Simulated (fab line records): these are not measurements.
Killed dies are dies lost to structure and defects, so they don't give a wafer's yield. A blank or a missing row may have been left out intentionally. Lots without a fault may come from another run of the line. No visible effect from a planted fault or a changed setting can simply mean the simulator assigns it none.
Matching of chambers | flow n5 finfet | 4 sister chambers for N5_FIN_SAQP_HM_OPEN_73 on rie diel-04
The step chemistry CHF3/O2, target SiO2, stops on a-Si, target depth 12 nm, time 16.8 s. 8 wafers are shown with their chamber, then 12 later ones without.

WAFERS, EACH WITH ITS CHAMBER
wafer  | chamber | drypump motor current A (A) | showerhead plenum p Torr (Torr)
L077.6 | 0       | 6.3                         | 2.48
L081.5 | 0       | 6.2                         | 2.47
L084.2 | 2       | 5.1                         | 2.47
L086.3 | 3       | 5.5                         | 2.45
L086.5 | 3       | 5.5                         | 2.44
L089.3 | 1       | 5.5                         | 2.39
L089.5 | 2       | 5.2                         | 2.46
L089.6 | 1       | 5.5                         | 2.39

WAFERS WITHOUT THEIR CHAMBER
wafer  | drypump motor current A (A) | showerhead plenum p Torr (Torr)
L092.1 | 5.5                         | 2.39
L092.4 | 5.5                         | 2.44
L092.6 | 5.5                         | 2.44
L094.1 | 6.3                         | 2.46
L094.2 | 5.5                         | 2.39
L094.6 | 5.5                         | 2.44
L095.1 | 5.5                         | 2.39
L095.2 | 5.1                         | 2.46
L095.4 | 6.2                         | 2.46
L096.2 | 5.2                         | 2.46
L096.4 | 5.5                         | 2.39
L096.5 | 5.5                         | 2.43

THE CHAMBER EACH PASSED THROUGH
wafer  | from the rows above | in truth
L092.1 | 1                   | 1
L092.4 | 3                   | 3
L092.6 | 3                   | 3
L094.1 | 0                   | 0
L094.2 | 1                   | 1
L094.6 | 3                   | 3
L095.1 | 1                   | 1
L095.2 | 2                   | 2
L095.4 | 0                   | 0
L096.2 | 2                   | 2
L096.4 | 1                   | 1
L096.5 | 3                   | 3
Correctly placed: 12 of 12. Can't be placed from these rows: 0. 0 placed wrongly.
How it was worked out, from the rows above alone: a wafer's distance from a chamber is the root of the sum, over the readings, of the square of ((its reading less the chamber's mean) divided by the reading's scatter). The wafer belongs to the nearest chamber; if the next one is less than 2 further off, it can't be placed. The mean given for a chamber averages the wafers shown for that chamber. The scatter is the square root of a quotient: the sum, over the shown wafers, of each reading's squared deviation from its chamber's mean, divided by wafers minus chambers.
